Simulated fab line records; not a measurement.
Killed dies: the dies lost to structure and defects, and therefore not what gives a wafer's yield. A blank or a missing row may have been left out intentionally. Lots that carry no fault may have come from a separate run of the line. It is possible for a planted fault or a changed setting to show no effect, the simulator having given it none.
Comparing a struck lot with a sound one -- flow nand harc -- 41 steps out of a route of 1302
Sound: the wafers L623.1, L623.2, L623.6. Wafers struck: L636.2, L636.5, L636.6. Last of all comes the cause.
Order at every step that has rows: each side's tool, ch and its chambers, its first start. Under that, the readings that differ: sound wafers -- struck wafers -- difference of the means -- sigmas: that difference in standard deviations of wafers without a fault.
alike: readings whose means differ by less than 2 such deviations, and words and numbers that are the same on both sides. not compared: withheld readings, readings that some wafer has no value for, bounds like >300 that may hide the same value, and numbers for which the record gives no deviation and whose values overlap.
Wherever a step has rows on one side only, a row that says differs or no value, or a row with sigmas, the two part there. Non-overlapping numbers with no deviation appear without sigmas and do not part them. Lack of a reading on every wafer of one side parts them only where that side has two or more wafers.

first, 3 steps without rows for these wafers: NHARC_P_GATE_STRIP_96 (strips in SPM, time 900 s); NHARC_P_GATE_RTA_64 (time 1 s); NHARC_P_GATE_ETCH_77 (etches SiO2 in dHF, target depth 6 nm).
NHARC_P_GATE_DEGAS_109: time 60 s.
  sound on pvd sputter-03 at day 7 23:46; struck on pvd sputter-01 at day 13 16:13
  alike: heater power w
then, 3 steps without rows for these wafers: NHARC_P_GATE_PRE_CLEAN_110 (time 30 s); NHARC_P_GATE_SPUTTER_78 (material Ni, target thk 10 nm); NHARC_P_GATE_SPUTTER_79 (material TiN, target thk 10 nm).
NHARC_P_GATE_RTA_80: time 30 s.
  sound on rtp anneal-02 ch 0, day 8 00:05; struck on rtp anneal-02 ch 0, day 13 16:41
  alike: lamp power pct, lamp_zone_7_pct, wafer_temp_C_max
then, 2 steps without rows for these wafers: NHARC_P_GATE_STRIP_67 (strips in SPM, time 600 s); NHARC_P_GATE_RTA_82 (time 30 s).
NHARC_P_GATE_INSPECT_68:
  sound on defect inspect-01 at day 8 00:44; struck on defect inspect-02 at day 13 17:19
  alike: raw defect count
then, 1 step without rows for these wafers: NHARC_P_CONTACT_DEP_30 (deposits SiNx, target thk 30 nm).
NHARC_P_CONTACT_DEP_00: deposits SiO2, target thk 500 nm.
  sound on pecvd-01 ch 0,2, day 8 01:02; struck on pecvd-03 ch 1,2, day 13 17:42
  alike: heater power w, throttle valve pct
NHARC_P_CONTACT_CMP_01: polishes SiO2, target thk 200 nm.
  sound on cmp-02 ch 0,1,2, day 8 01:31; struck on cmp-04 ch 0,1,3, day 13 18:10
  alike: motor current A
then, 11 steps without rows for these wafers: NHARC_P_CONTACT_SRD_03; NHARC_P_CONTACT_DEHYDRATE_04 (time 120 s); NHARC_P_CONTACT_HMDS_05 (time 30 s); NHARC_P_CONTACT_COAT_33 (time 75 s); NHARC_P_CONTACT_COAT_34 (time 65 s); NHARC_P_CONTACT_COAT_06 (resist thk 90 nm); NHARC_P_CONTACT_SOFTBAKE_07 (time 55 s); NHARC_P_CONTACT_EBR_08; NHARC_P_CONTACT_EXPOSE_09 (exposes mask P CA, target cd 90 nm); NHARC_P_CONTACT_PEB_10 (peb time 65 s); NHARC_P_CONTACT_DEVELOP_11 (develop time 35 s).
NHARC_P_CONTACT_CD_MEAS_12: target cd 90 nm.
  sound on cd sem-02 ch 0, day 8 02:21; struck on cd sem-02 ch 0, day 13 18:47
  alike: cd nm
NHARC_P_CONTACT_OVL_MEAS_13:
  sound on overlay-01 at day 8 02:26; struck on overlay-01 at day 13 18:53
  alike: overlay x nm, overlay y nm
then, 3 steps without rows for these wafers: NHARC_P_CONTACT_DESCUM_17 (chemistry O2, time 3 s); NHARC_P_CONTACT_ETCH_35 (etches the open film in CF4, target depth 39 nm, time 65 s); NHARC_P_CONTACT_ETCH_36 (etches the open film in N2/H2, target depth 260 nm, time 406.25 s).
NHARC_P_CONTACT_ETCH_18: etches the open film in C4F8/O2/Ar, target depth 481 nm, time 240.5 s.
  sound on rie diel-04 ch 1,2; struck on rie diel-08 ch 1,2,3
  alike: oes product au, rf vpp V
  not compared: rf hours counter h
then, 2 steps without rows for these wafers: NHARC_P_CONTACT_STRIP_37 (strips in C4F8/O2/Ar); NHARC_P_CONTACT_ETCH_31 (etches the open film in CH3F/O2, target depth 30 nm, time 85.7 s).
NHARC_P_CONTACT_CD_MEAS_19:
  sound on cd sem-01 at day 8 03:25; struck on cd sem-03 at day 13 19:51
  alike: cd nm
then, 5 steps without rows for these wafers: NHARC_P_CONTACT_STRIP_28 (strips in O2); NHARC_P_CONTACT_STRIP_29 (strips in post etch residue remover, time 1200 s); NHARC_P_CONTACT_DEGAS_38 (time 60 s); NHARC_P_CONTACT_PRE_CLEAN_39 (time 19.5 s); NHARC_P_CONTACT_PVD_32 (deposits Ti, target thk 5 nm, time 17.7 s).
NHARC_P_CONTACT_ALD_22: deposits TiN, target thk 3 nm, pulse time 1 s, ald cycles 150.
  sound on ald metal-04 ch 1,2,3, day 8 04:23; struck on ald metal-04 ch 1,2, day 13 20:48
  alike: heater power w, precursor pulse height rel
-- record jumps: 18 days between struck wafers' starts before vs after; left off in module P_CONTACT, resumes in module END, first step shown is number 1302 of the route --
NHARC_END_SORT_01:
  sound on prober-02 ch 0, day 27 19:47; struck on prober-02 ch 0, day 31 21:31
reading,sound,struck,difference,sigmas
killed at periphery,3 3 1,109 58 111,+90,+41
killed dies,78 72 56,157 141 171,+88,+5
  alike: killed at array, killed at other, killed open, killed short

== WHERE THEY PART ==
Only at NHARC_END_SORT_01, as far as this record shows.

WHY: the cause the simulator had injected
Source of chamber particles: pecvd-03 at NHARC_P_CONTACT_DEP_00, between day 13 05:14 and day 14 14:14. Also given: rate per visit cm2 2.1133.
